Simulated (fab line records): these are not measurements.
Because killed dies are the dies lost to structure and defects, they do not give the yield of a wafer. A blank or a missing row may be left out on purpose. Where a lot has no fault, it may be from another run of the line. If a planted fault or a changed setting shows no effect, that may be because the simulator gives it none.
fab line records ; flow n5-finfet
[record] lots = 7; wafers = 21
route steps=1938 shown PMOS_HMC_CHANNEL_EPI@62 DUMMY_GATE@224 SD_EPI_N@288 SD_EPI_P@295 SD_ACTIVATION@330
start-h: the number of hours between the record's first day and the start of the first shown wafer of the lot ; wait-h: hours since the lot's step before ; " same as the row above ; L1.1+2: a row that stands for several wafers ; - no value, or no start given ; * or withheld: withheld ; < > ~ a bound
route shown NAME@n: NAME is a module with steps in the file, n the number in the route of the first one ; usual: the fault-free wafers' mean and standard deviation ; same: alike in all rows ; chamber/n: place in a boat ; sites: readings site by site ; _std_site: how widely they spread, as a standard deviation ; _edge_site: mean of outer sites minus mean of inner sites ; radius-mm: for every site, how far away it sits from the centre of the wafer ; mask NAME#n: copy n ; behind: the tool/chamber that last shaped the wafer ; hold: why the lot was held/for how many hours/how that ended ; device: which transistor (n, p or np) failed to switch ; end of line: the same wafers' tests at the end of the route ; step lacking rows: just its recipe ; killed: the dies lost at the first sort to structure and to defects; this is not the yield of the wafer ; map: shows each die of a wafer: x if killed, . if not, _ if none is there
set.NAME: setting as actually run; set.NAME@STEP: the setting as run at that earlier step ; model.NAME: the simulator's own value behind a step, which no gauge read
lots where settings were altered on purpose, with a table for each step and a row for each wafer
[[steps]]
[step N5_PMOS_HMC_CHANNEL_EPI_EXPOSE_06]
[recipe] mask-id = PMOS_HMC_BLK; na = 1.35; source-shape = conventional; sigma-outer = 0.8; polarization = unpolarized; target-cd-nm = 240; dose-mj = 41
lot.wafer;tool;chamber;start-h;wait-h;mask;set.dose-mj
L077.4+5;arfi-scanner-03;0;35.69;-;PMOS_HMC_BLK#0;41
L077.6;arfi-scanner-03;0;35.69;-;PMOS_HMC_BLK#0;40.11
L082.3;arfi-scanner-03;0;65.11;-;PMOS_HMC_BLK#0;43.22
L082.4+5;arfi-scanner-03;0;65.11;-;PMOS_HMC_BLK#0;41
L084.2+4+5;arfi-scanner-02;0;77.02;-;PMOS_HMC_BLK#0;41
L089.2+4+6;arfi-scanner-03;0;107.92;-;PMOS_HMC_BLK#0;41
L093.1+2+4;arfi-scanner-03;0;131.79;-;PMOS_HMC_BLK#0;41
L096.2+5;arfi-scanner-01;0;150.11;-;PMOS_HMC_BLK#0;41
L096.6;arfi-scanner-01;0;150.11;-;PMOS_HMC_BLK#0;38.22
L097.1+2+5;arfi-scanner-01;0;155.70;-;PMOS_HMC_BLK#0;41
[step N5_PMOS_HMC_CHANNEL_EPI_PEB_07]
[recipe] peb-temp-c = 110; peb-time-s = 60; resist = CAR-ArF-block
[step N5_PMOS_HMC_CHANNEL_EPI_DEVELOP_08]
[recipe] develop-time-s = 30; developer = TMAH; resist = CAR-ArF-block; dev-temp-c = 23; rinse-liquid = diw; dry = air-spin
[step N5_PMOS_HMC_CHANNEL_EPI_CD_MEAS_09]
[recipe] target-cd-nm = 237.4; landing-energy-ev = 500; detector = se-inlens
[usual] cd-nm = 237.8/0.94
lot.wafer;tool;chamber;start-h;wait-h;set.dose-mj@PMOS_HMC_CHANNEL_EPI_EXPOSE_06;cd-nm
L077.4;cd-sem-02;0;35.80;-;41;238.0
L077.5;cd-sem-02;0;35.80;-;41;238.0
L077.6;cd-sem-02;0;35.80;-;40.11;235.8
L082.3;cd-sem-02;0;65.22;-;43.22;241.3
L082.4;cd-sem-02;0;65.22;-;41;237.2
L082.5;cd-sem-02;0;65.22;-;41;237.0
L084.2;cd-sem-01;0;77.14;-;41;239.9
L084.4;cd-sem-01;0;77.14;-;41;239.2
L084.5;cd-sem-01;0;77.14;-;41;238.8
L089.2;cd-sem-02;0;108.04;-;41;237.5
L089.4;cd-sem-02;0;108.04;-;41;237.5
L089.6;cd-sem-02;0;108.04;-;41;237.3
L093.1;cd-sem-02;0;131.91;-;41;237.5
L093.2;cd-sem-02;0;131.91;-;41;237.6
L093.4;cd-sem-02;0;131.91;-;41;238.2
L096.2;cd-sem-02;0;150.22;-;41;237.4
L096.5;cd-sem-02;0;150.22;-;41;236.9
L096.6;cd-sem-02;0;150.22;-;38.22;232.6
L097.1;cd-sem-02;0;155.82;-;41;236.9
L097.2;cd-sem-02;0;155.82;-;41;235.4
L097.5;cd-sem-02;0;155.82;-;41;235.3
[step N5_PMOS_HMC_CHANNEL_EPI_DESCUM_14]
[recipe] chemistry = O2; time-s = 7.9; source-power-w = 50; bias-power-w = 20; pressure-mtorr = 20; rf-frequency-hz = 2.712e+07; temp-c = 40; resist = CAR-ArF-block; o2-flow-sccm = 225
lot.wafer;tool;chamber;start-h;wait-h;set.dose-mj@PMOS_HMC_CHANNEL_EPI_EXPOSE_06;model.PMOS_HMC_CHANNEL_EPI.cd-nm
L077.4;rie-diel-04;3;35.88;0.0;41;237.8
L077.5;rie-diel-04;1;35.88;0.0;41;237.9
L077.6;rie-diel-04;2;35.88;0.0;40.11;235.5
L082.3;rie-diel-02;3;65.85;0.6;43.22;241.3
L082.4;rie-diel-02;1;65.85;0.6;41;237.4
L082.5;rie-diel-02;1;65.85;0.6;41;237.2
L084.2;rie-diel-04;0;77.23;0.0;41;239.8
L084.4;rie-diel-04;1;77.23;0.0;41;239.1
L084.5;rie-diel-04;0;77.23;0.0;41;238.8
L089.2;rie-diel-02;2;108.13;0.0;41;237.3
L089.4+6;rie-diel-02;0,2;108.13;0.0;41;237.2
L093.1;rie-diel-06;2;132.82;0.9;41;237.5
L093.2;rie-diel-06;3;132.82;0.9;41;237.8
L093.4;rie-diel-06;0;132.82;0.9;41;238.5
L096.2;rie-diel-02;3;150.53;0.2;41;237.5
L096.5;rie-diel-02;2;150.53;0.2;41;236.9
L096.6;rie-diel-02;3;150.53;0.2;38.22;232.7
L097.1;rie-diel-04;2;156.18;0.3;41;237
L097.2;rie-diel-04;1;156.18;0.3;41;235.7
L097.5;rie-diel-04;2;156.18;0.3;41;235.4
[step N5_PMOS_HMC_CHANNEL_EPI_ETCH_32]
[recipe] chemistry = N2/H2; target = BARC; stop-on = SiO2; target-depth-a = 858; over-etch-frac = 0.3; time-s = 50.3; ion-energy-ev = 200; mask-material = CAR-ArF-block; pressure-mtorr = 30; source-w = 840; bias-w = 150; n2-flow-sccm = 200; h2-flow-sccm = 200
[usual] rf-vpp-V = 523.2/2.3
lot.wafer;tool;chamber;start-h;wait-h;set.bias-w;set.dose-mj@PMOS_HMC_CHANNEL_EPI_EXPOSE_06;rf-vpp-V;model.PMOS_HMC_CHANNEL_EPI.cd-nm
L077.4;rie-diel-04;3;35.92;0.0;150;41;523.8;240.3
L077.5;rie-diel-04;1;35.92;0.0;150;41;520.1;240.6
L077.6;rie-diel-04;2;35.92;0.0;150;40.11;527.8;237.1
L082.3;rie-diel-02;3;65.89;0.0;150;43.22;523.8;244.5
L082.4;rie-diel-02;1;65.89;0.0;150;41;522.4;240
L082.5;rie-diel-02;1;65.89;0.0;150;41;521.1;239.6
L084.2;rie-diel-04;0;77.26;0.0;141.9;41;506.1;243.2
L084.4;rie-diel-04;1;77.26;0.0;150;41;522.2;242.1
L084.5;rie-diel-04;0;77.26;0.0;141.9;41;504.6;242.2
L089.2;rie-diel-02;2;108.16;0.0;150;41;523.8;240.1
L089.4;rie-diel-02;0;108.16;0.0;150;41;527.2;239.6
L089.6;rie-diel-02;2;108.16;0.0;150;41;523.1;240.1
L093.1;rie-diel-06;2;132.85;0.0;150;41;527.0;239.7
L093.2;rie-diel-06;3;132.85;0.0;150;41;521.0;239.3
L093.4;rie-diel-06;0;132.85;0.0;130.7;41;478.6;240.6
L096.2;rie-diel-02;3;150.56;0.0;150;41;523.5;240.9
L096.5;rie-diel-02;2;150.56;0.0;150;41;523.3;240.4
L096.6;rie-diel-02;3;150.56;0.0;150;38.22;522.9;236.2
L097.1;rie-diel-04;2;156.22;0.0;150;41;527.1;238.1
L097.2;rie-diel-04;1;156.22;0.0;150;41;520.5;238.5
L097.5;rie-diel-04;2;156.22;0.0;150;41;526.6;236.1
[step N5_PMOS_HMC_CHANNEL_EPI_HM_OPEN_15]
[recipe] chemistry = CHF3/O2; target = SiO2; mask-material = CAR-ArF-block; target-depth-a = 406; CHF3_flow_sccm = 50; O2_flow_sccm = 5; Ar_flow_sccm = 200; time-s = 20.3; pressure-mtorr = 30; source-w = 650; bias-w = 170; ion-energy-ev = 200
lot.wafer;tool;chamber;start-h;wait-h;set.dose-mj@PMOS_HMC_CHANNEL_EPI_EXPOSE_06;model.PMOS_HMC_CHANNEL_EPI.cd-nm
L077.4;rie-diel-04;3;35.96;0.0;41;240.2
L077.5;rie-diel-04;1;35.96;0.0;41;240.6
L077.6;rie-diel-04;2;35.96;0.0;40.11;237.1
L082.3;rie-diel-02;3;65.93;0.0;43.22;244.4
L082.4;rie-diel-02;1;65.93;0.0;41;240
L082.5;rie-diel-02;1;65.93;0.0;41;239.6
L084.2;rie-diel-04;0;77.30;0.0;41;243.2
L084.4;rie-diel-04;1;77.30;0.0;41;242.1
L084.5;rie-diel-04;0;77.30;0.0;41;242.2
L089.2;rie-diel-02;2;108.20;0.0;41;240.1
L089.4;rie-diel-02;0;108.20;0.0;41;239.7
L089.6;rie-diel-02;2;108.20;0.0;41;240
L093.1;rie-diel-06;2;132.89;0.0;41;239.6
L093.2;rie-diel-06;3;132.89;0.0;41;239.3
L093.4;rie-diel-06;0;132.89;0.0;41;240.5
L096.2;rie-diel-02;3;150.60;0.0;41;240.8
L096.5;rie-diel-02;2;150.60;0.0;41;240.3
L096.6;rie-diel-02;3;150.60;0.0;38.22;236.1
L097.1;rie-diel-04;2;156.26;0.0;41;238
L097.2;rie-diel-04;1;156.26;0.0;41;238.5
L097.5;rie-diel-04;2;156.26;0.0;41;236
[step N5_PMOS_HMC_CHANNEL_EPI_STRIP_33]
[recipe] chemistry = N2/H2; power-w = 500; temp-c = 40; pressure-mtorr = 50; rf-frequency-hz = 6e+07; overash-fraction = 0.3; bias-power-w = 8; h2-frac = 0.5; n2-flow-sccm = 300; h2-flow-sccm = 300
[step N5_PMOS_HMC_CHANNEL_EPI_STRIP_17]
[recipe] chemistry = SPM; time-s = 750; temp-c = 130; h2so4-h2o2-vol-ratio = 4; dry = ipa-marangoni
[step N5_PMOS_HMC_CHANNEL_EPI_ETCH_38]
[recipe] chemistry = CF4; target = SiO2; target-depth-a = 15; ion-energy-ev = 350; pressure-mtorr = 10; icp-w = 800; bias-w = 400; cf4-flow-sccm = 80
[step N5_PMOS_HMC_CHANNEL_EPI_FIN_RECESS_16]
[recipe] chemistry = HBr/Cl2; target = Si; mask-material = SiO2; target-depth-a = 540; time-s = 18; pressure-mtorr = 10; icp-w = 800; bias-w = 75; HBr_flow_sccm = 150; Cl2_flow_sccm = 80
lot.wafer;tool;chamber;start-h;wait-h;set.dose-mj@PMOS_HMC_CHANNEL_EPI_EXPOSE_06;model.PMOS_HMC_CHANNEL_EPI.cd-nm
L077.4;rie-si-04;3;36.34;0.0;41;240.3
L077.5;rie-si-04;3;36.34;0.0;41;240.6
L077.6;rie-si-04;2;36.34;0.0;40.11;237.2
L082.3;rie-si-06;0;66.31;0.0;43.22;244.4
L082.4;rie-si-06;2;66.31;0.0;41;240.1
L082.5;rie-si-06;2;66.31;0.0;41;239.7
L084.2;rie-si-06;3;77.68;0.0;41;243.3
L084.4;rie-si-06;2;77.68;0.0;41;242.3
L084.5;rie-si-06;2;77.68;0.0;41;242.4
L089.2+6;rie-si-02;0,2;108.59;0.0;41;240
L089.4;rie-si-02;0;108.59;0.0;41;239.6
L093.1;rie-si-04;3;133.27;0.0;41;239.6
L093.2;rie-si-04;2;133.27;0.0;41;239.3
L093.4;rie-si-04;1;133.27;0.0;41;240.4
L096.2;rie-si-02;1;150.98;0.0;41;240.9
L096.5;rie-si-02;2;150.98;0.0;41;240.4
L096.6;rie-si-02;3;150.98;0.0;38.22;236.2
L097.1;rie-si-02;3;156.64;0.0;41;238
L097.2;rie-si-02;1;156.64;0.0;41;238.6
L097.5;rie-si-02;2;156.64;0.0;41;236.2
[step N5_DUMMY_GATE_COAT_28]
[recipe] resist = underlayer; temp-c = 205; time-s = 60; spin-rpm = 1500; resist-thk-nm = 10
lot.wafer;tool;chamber;start-h;wait-h;set.spin-rpm;model.underlayer_of_DUMMY_GATE_COAT_28.thk-nm
L077.4+6;litho-track-05;0;-;-;1500;10
L077.5;litho-track-05;0;-;-;1388;10.4
L082.3+5;litho-track-02;0;-;-;1500;10
L082.4;litho-track-02;0;-;-;1418;10.4
L084.2+5;litho-track-01;0;-;-;1500;10
L084.4;litho-track-01;0;-;-;1657;9.6
L089.2+6;litho-track-05;0;-;-;1341;10.6
L089.4;litho-track-05;0;-;-;1500;10
L093.1+2+4;litho-track-05;0;-;-;1395;10.4
L096.2;litho-track-02;0;-;-;1594;9.8
L096.5;litho-track-02;0;-;-;1500;10
L096.6;litho-track-02;0;-;-;1594;9.6
L097.1+2+5;litho-track-05;0;-;-;1500;10
[step N5_DUMMY_GATE_COAT_09]
[recipe] resist = CAR-EUV; spin-rpm = 1500; resist-thk-nm = 30
lot.wafer;tool;chamber;start-h;wait-h;set.spin-rpm;model.CAR-EUV_of_DUMMY_GATE_COAT_09.thk-nm
L077.4;litho-track-05;0;-;-;1390;31.2
L077.5;litho-track-05;0;-;-;1500;30
L077.6;litho-track-05;0;-;-;1500;30.2
L082.3;litho-track-02;0;-;-;1500;30.2
L082.4+5;litho-track-02;0;-;-;1347;31.8
L084.2;litho-track-01;0;-;-;1500;29.8
L084.4;litho-track-01;0;-;-;1500;30
L084.5;litho-track-01;0;-;-;1334;31.8
L089.2+4+6;litho-track-05;0;-;-;1500;30
L093.1+2+4;litho-track-05;0;-;-;1500;30
L096.2;litho-track-02;0;-;-;1500;30
L096.5+6;litho-track-02;0;-;-;1500;29.8
L097.1+5;litho-track-05;0;-;-;1500;29.8
L097.2;litho-track-05;0;-;-;1500;30
[step N5_DUMMY_GATE_EBR_11]
[recipe] solvent = PGMEA; ebr-width-mm = 1.5
[step N5_DUMMY_GATE_SOFTBAKE_10]
[recipe] temp-c = 110; time-s = 60; resist = CAR-EUV
[step N5_DUMMY_GATE_EXPOSE_12]
[recipe] mask-id = GATE; na = 0.33; source-shape = annular; sigma-inner = 0.2; sigma-outer = 0.6; polarization = unpolarized; target-cd-nm = 25; dose-mj = 34
[step N5_DUMMY_GATE_PEB_13]
[recipe] peb-temp-c = 100; peb-time-s = 60; resist = CAR-EUV
[step N5_DUMMY_GATE_DEVELOP_14]
[recipe] develop-time-s = 30; developer = TMAH; resist = CAR-EUV; rinse-liquid = surfactant-rinse; dry = air-spin; dev-temp-c = 23
lot.wafer;tool;chamber;start-h;wait-h;set.spin-rpm@DUMMY_GATE_COAT_09;model.CAR-EUV_of_DUMMY_GATE_COAT_09.thk-nm
L077.4;litho-track-02;0;-;-;1390;30.8
L077.5+6;litho-track-02;0;-;-;1500;29.6
L082.3;litho-track-05;0;-;-;1500;29.8
L082.4;litho-track-05;0;-;-;1347;31.4
L082.5;litho-track-05;0;-;-;1347;31.2
L084.2+4;litho-track-02;0;-;-;1500;29.4
L084.5;litho-track-02;0;-;-;1334;31.4
L089.2+6;litho-track-02;0;-;-;1500;29.4
L089.4;litho-track-02;0;-;-;1500;29.6
L093.1+2+4;litho-track-01;0;-;-;1500;29.6
L096.2+5+6;litho-track-05;0;-;-;1500;29.4
L097.1+5;litho-track-01;0;-;-;1500;29.4
L097.2;litho-track-01;0;-;-;1500;29.6
[step N5_DUMMY_GATE_DESCUM_20]
[recipe] chemistry = O2; time-s = 6.2; source-power-w = 50; bias-power-w = 20; pressure-mtorr = 20; rf-frequency-hz = 2.712e+07; temp-c = 40; resist = CAR-EUV; o2-flow-sccm = 225
[step N5_DUMMY_GATE_ETCH_29]
[recipe] chemistry = N2/H2; target = underlayer; target-depth-a = 130; ion-energy-ev = 200; pressure-mtorr = 30; source-w = 840; bias-w = 150; n2-flow-sccm = 200; h2-flow-sccm = 200
[step N5_DUMMY_GATE_ETCH_36]
[recipe] chemistry = CF4; target = SiARC; target-depth-a = 130; pressure-mtorr = 40; source-w = 545; bias-w = 36; Ar_flow_sccm = 100; cf4-flow-sccm = 100; ion-energy-ev = 80
lot.wafer;tool;chamber;start-h;wait-h;set.spin-rpm@DUMMY_GATE_COAT_09;model.CAR-EUV_of_DUMMY_GATE_COAT_09.thk-nm
L077.4;rie-diel-02;0;74.17;0.0;1390;13.4
L077.5;rie-diel-02;2;74.17;0.0;1500;12
L077.6;rie-diel-02;3;74.17;0.0;1500;11.6
L082.3;rie-diel-02;2;96.84;0.0;1500;12
L082.4;rie-diel-02;1;96.84;0.0;1347;13.8
L082.5;rie-diel-02;2;96.84;0.0;1347;13.6
L084.2;rie-diel-06;3;105.20;0.0;1500;11.2
L084.4;rie-diel-06;2;105.20;0.0;1500;11
L084.5;rie-diel-06;3;105.20;0.0;1334;13.2
L089.2;rie-diel-02;0;142.60;0.0;1500;12.2
L089.4;rie-diel-02;1;142.60;0.0;1500;12
L089.6;rie-diel-02;3;142.60;0.0;1500;11.4
L093.1+2;rie-diel-04;3,0;164.68;0.0;1500;10.8
L093.4;rie-diel-04;1;164.68;0.0;1500;11
L096.2;rie-diel-04;2;180.53;0.0;1500;11.8
L096.5;rie-diel-04;3;180.53;0.0;1500;10.6
L096.6;rie-diel-04;2;180.53;0.0;1500;11.6
L097.1;rie-diel-06;2;184.37;0.0;1500;11
L097.2;rie-diel-06;1;184.37;0.0;1500;10.6
L097.5;rie-diel-06;0;184.37;0.0;1500;11.6
[step N5_SD_EPI_N_EPI_21]
[recipe] material = Si:P; dopant = P; temp-c = 680; pressure-torr = 255; time-s = 690
lot.wafer;tool;chamber;start-h;wait-h;set.temp-c;model.Si-P_of_SD_EPI_N_EPI_21.thk-nm
L077.4;epi-rpcvd-03;0;78.93;0.9;680;59
L077.5;epi-rpcvd-03;0;78.93;0.9;682.3;62.2
L077.6;epi-rpcvd-03;0;78.93;0.9;682.3;62.4
L082.3;epi-rpcvd-03;0;103.09;0.7;680;58.8
L082.4;epi-rpcvd-03;0;103.09;0.7;678.6;56.8
L082.5;epi-rpcvd-03;0;103.09;0.7;680;58.4
L084.2;epi-rpcvd-02;0;109.89;0.5;680;59.4
L084.4;epi-rpcvd-02;0;109.89;0.5;681.3;61.6
L084.5;epi-rpcvd-02;0;109.89;0.5;681.3;60.4
L089.2+6;epi-rpcvd-03;0;147.37;0.5;680;59.4
L089.4;epi-rpcvd-03;0;147.37;0.5;680;58.8
L093.1+4;epi-rpcvd-03;0;169.35;0.2;680;58.2
L093.2;epi-rpcvd-03;0;169.35;0.2;680;58
L096.2+5;epi-rpcvd-03;0;184.79;0.4;677.7;55.8
L096.6;epi-rpcvd-03;0;185.91;1.4;680;58.4
L097.1;epi-rpcvd-01;0;188.62;0.1;680;61
L097.2;epi-rpcvd-01;0;188.62;0.1;680;59.2
L097.5;epi-rpcvd-01;0;188.62;0.1;680;59
[step N5_SD_EPI_P_COAT_34]
[recipe] resist = SOC; temp-c = 250; time-s = 60; spin-rpm = 1500; resist-thk-nm = 350
lot.wafer;tool;chamber;start-h;wait-h;set.spin-rpm;model.SOC_of_SD_EPI_P_COAT_34.thk-nm
L077.4;litho-track-05;0;80.45;0.0;1500;349.4
L077.5;litho-track-05;0;80.45;0.0;1500;349.8
L077.6;litho-track-05;0;80.45;0.0;1500;350.8
L082.3;litho-track-05;0;104.91;0.0;1385;366.4
L082.4;litho-track-05;0;104.91;0.0;1500;352.2
L082.5;litho-track-05;0;104.91;0.0;1500;351
L084.2;litho-track-01;0;112.61;0.0;1402;360.8
L084.4;litho-track-01;0;112.61;0.0;1402;361
L084.5;litho-track-01;0;112.61;0.0;1402;361.6
L089.2;litho-track-01;0;149.86;0.0;1500;348.8
L089.4;litho-track-01;0;149.86;0.0;1500;348.4
L089.6;litho-track-01;0;149.86;0.0;1500;348.6
L093.1;litho-track-05;0;172.21;0.0;1500;350.2
L093.2;litho-track-05;0;172.21;0.0;1593;339
L093.4;litho-track-05;0;172.21;0.0;1593;338.6
L096.2;litho-track-04;0;187.58;0.0;1592;341.6
L096.5;litho-track-04;0;187.58;0.0;1500;351
L096.6;litho-track-04;0;187.58;0.0;1500;351.8
L097.1+2;litho-track-05;0;191.53;0.0;1500;351.2
L097.5;litho-track-05;0;191.53;0.0;1500;352.6
[step N5_SD_EPI_P_COAT_35]
[recipe] resist = SiARC; temp-c = 220; time-s = 60; spin-rpm = 1500; resist-thk-nm = 35
[step N5_SD_EPI_P_COAT_03]
[recipe] resist = CAR-ArF-block; spin-rpm = 1500; resist-thk-nm = 150
[step N5_SD_EPI_P_EPI_21]
[recipe] material = SiGe:B; dopant = B; temp-c = 550; pressure-torr = 20; ambient = H2; time-s = 355
[step N5_SD_EPI_P_HM_STRIP_48]
[recipe] chemistry = H3PO4; temp-c = 160; material = SiNx; target = SiNx; target-depth-a = 30; overetch-fraction = 0.3
lot.wafer;tool;chamber;start-h;wait-h;set.temp-c@SD_EPI_N_EPI_21;model.Si-P_of_SD_EPI_N_EPI_21.thk-nm
L077.4;wet-bench-02;2;84.49;0.0;680;58.4
L077.5;wet-bench-02;3;84.49;0.0;682.3;61.4
L077.6;wet-bench-02;1;84.49;0.0;682.3;61.6
L082.3;wet-bench-02;6;108.95;0.0;680;58.2
L082.4;wet-bench-02;4;108.95;0.0;678.6;56.2
L082.5;wet-bench-02;5;108.95;0.0;680;57.8
L084.2;wet-bench-04;6;116.52;0.0;680;58.6
L084.4;wet-bench-04;4;116.52;0.0;681.3;61
L084.5;wet-bench-04;3;116.52;0.0;681.3;59.8
L089.2;wet-bench-04;0;154.74;0.0;680;58.8
L089.4;wet-bench-04;3;154.74;0.0;680;58.2
L089.6;wet-bench-04;1;154.74;0.0;680;58.6
L093.1;wet-bench-02;6;176.46;0.0;680;57.6
L093.2+4;wet-bench-02;5,2;176.46;0.0;680;57.4
L096.2+5;wet-bench-04;5,4;192.46;0.0;677.7;55.2
L096.6;wet-bench-04;3;192.46;0.0;680;57.8
L097.1;wet-bench-06;4;196.29;0.0;680;60.2
L097.2;wet-bench-06;6;196.29;0.0;680;58.6
L097.5;wet-bench-06;3;196.29;0.0;680;58.4
[step N5_SD_EPI_P_SRD_49]
[recipe] dry = ipa-marangoni; time-s = 30; temp-c = 23; rinse-liquid = diw
[step N5_SD_EPI_P_PRECLEAN_24]
[recipe] chemistry = O3/DIW; time-s = 45; temp-c = 22; o3-ppm = 10
[step N5_SD_ACTIVATION_RTA_00]
[recipe] temp-c = 975; time-s = 0; ambient = N2; idle-temp-c = 600; ramp-up-c-per-s = 150; ramp-down-c-per-s = 60; cool-to-c = 600
[step N5_SD_ACTIVATION_LSA_01]
[recipe] temp-c = 1080; time-s = 0.0008; ambient = N2
[step N5_SD_ACTIVATION_RS_MEAS_03]
[recipe] thk-meas-gauge = four-point-probe
[usual] RS_SD_N = 22.0/0.3; RS_SD_P = 56.3/0.99
lot.wafer;tool;chamber;start-h;wait-h;set.temp-c@SD_EPI_N_EPI_21;RS_SD_N[ohm/sq];RS_SD_P[ohm/sq]
L077.4;film-metro-01;-;85.19;0.1;680;22.1;55.9
L077.5;film-metro-01;-;85.19;0.1;682.3;20.8;56.3
L077.6;film-metro-01;-;85.19;0.1;682.3;20.8;56.1
L082.3;film-metro-01;-;110.11;0.2;680;22.0;57.7
L082.4;film-metro-01;-;110.11;0.2;678.6;22.6;57.6
L082.5;film-metro-01;-;110.11;0.2;680;22.0;57.9
L084.2;film-metro-02;-;117.14;0.2;680;21.4;57.8
L084.4;film-metro-02;-;117.14;0.2;681.3;20.8;57.2
L084.5;film-metro-02;-;117.14;0.2;681.3;21.3;57.1
L089.2;film-metro-01;-;155.36;0.2;680;21.7;55.3
L089.4;film-metro-01;-;155.36;0.2;680;21.8;53.7
L089.6;film-metro-01;-;155.36;0.2;680;21.7;54.3
L093.1;film-metro-01;-;177.03;0.2;680;22.2;57.0
L093.2;film-metro-01;-;177.03;0.2;680;22.2;55.7
L093.4;film-metro-01;-;177.03;0.2;680;22.2;56.9
L096.2;film-metro-01;-;193.04;0.2;677.7;23.0;55.7
L096.5;film-metro-01;-;193.04;0.2;677.7;23.3;56.5
L096.6;film-metro-01;-;193.04;0.2;680;22.3;55.8
L097.1;film-metro-01;-;196.87;0.2;680;21.3;56.6
L097.2;film-metro-01;-;196.87;0.2;680;21.9;55.3
L097.5;film-metro-01;-;196.87;0.2;680;21.9;55.5
[[key]]
[split] step = N5_PMOS_HMC_CHANNEL_EPI_EXPOSE_06; setting = dose-mj; stated = 41; by = wafer
[response] step = N5_PMOS_HMC_CHANNEL_EPI_CD_MEAS_09; reading = cd-nm; change = +0.725; per = 1%; r = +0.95
[response] step = N5_PMOS_HMC_CHANNEL_EPI_DESCUM_14; reading = model.PMOS_HMC_CHANNEL_EPI.cd-nm; change = +0.72; per = 1%; r = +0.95
[response] step = N5_PMOS_HMC_CHANNEL_EPI_ETCH_32; reading = model.PMOS_HMC_CHANNEL_EPI.cd-nm; change = +0.788; per = 1%; r = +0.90
[response] step = N5_PMOS_HMC_CHANNEL_EPI_HM_OPEN_15; reading = model.PMOS_HMC_CHANNEL_EPI.cd-nm; change = +0.782; per = 1%; r = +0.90
[response] step = N5_PMOS_HMC_CHANNEL_EPI_FIN_RECESS_16; reading = model.PMOS_HMC_CHANNEL_EPI.cd-nm; change = +0.771; per = 1%; r = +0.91
[split] step = N5_PMOS_HMC_CHANNEL_EPI_ETCH_32; setting = bias-w; stated = 150; by = wafer
[response] step = N5_PMOS_HMC_CHANNEL_EPI_ETCH_32; reading = rf-vpp-V; change = +3.47; per = 1%; r = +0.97
[split] step = N5_DUMMY_GATE_COAT_28; setting = spin-rpm; stated = 1500; by = wafer
[response] step = N5_DUMMY_GATE_COAT_28; reading = model.underlayer_of_DUMMY_GATE_COAT_28.thk-nm; change = -0.0507; per = 1%; r = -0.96
[split] step = N5_DUMMY_GATE_COAT_09; setting = spin-rpm; stated = 1500; by = wafer
[response] step = N5_DUMMY_GATE_COAT_09; reading = model.CAR-EUV_of_DUMMY_GATE_COAT_09.thk-nm; change = -0.162; per = 1%; r = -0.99
[response] step = N5_DUMMY_GATE_DEVELOP_14; reading = model.CAR-EUV_of_DUMMY_GATE_COAT_09.thk-nm; change = -0.165; per = 1%; r = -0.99
[response] step = N5_DUMMY_GATE_ETCH_36; reading = model.CAR-EUV_of_DUMMY_GATE_COAT_09.thk-nm; change = -0.187; per = 1%; r = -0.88
[split] step = N5_SD_EPI_N_EPI_21; setting = temp-c; stated = 680; by = wafer
[response] step = N5_SD_EPI_N_EPI_21; reading = model.Si-P_of_SD_EPI_N_EPI_21.thk-nm; change = +8.68; per = 1%; r = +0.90
[response] step = N5_SD_EPI_P_HM_STRIP_48; reading = model.Si-P_of_SD_EPI_N_EPI_21.thk-nm; change = +8.59; per = 1%; r = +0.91
[response] step = N5_SD_ACTIVATION_RS_MEAS_03; reading = RS_SD_N; change = -3.02; per = 1%; r = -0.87
[split] step = N5_SD_EPI_P_COAT_34; setting = spin-rpm; stated = 1500; by = wafer
[response] step = N5_SD_EPI_P_COAT_34; reading = model.SOC_of_SD_EPI_P_COAT_34.thk-nm; change = -1.81; per = 1%; r = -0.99
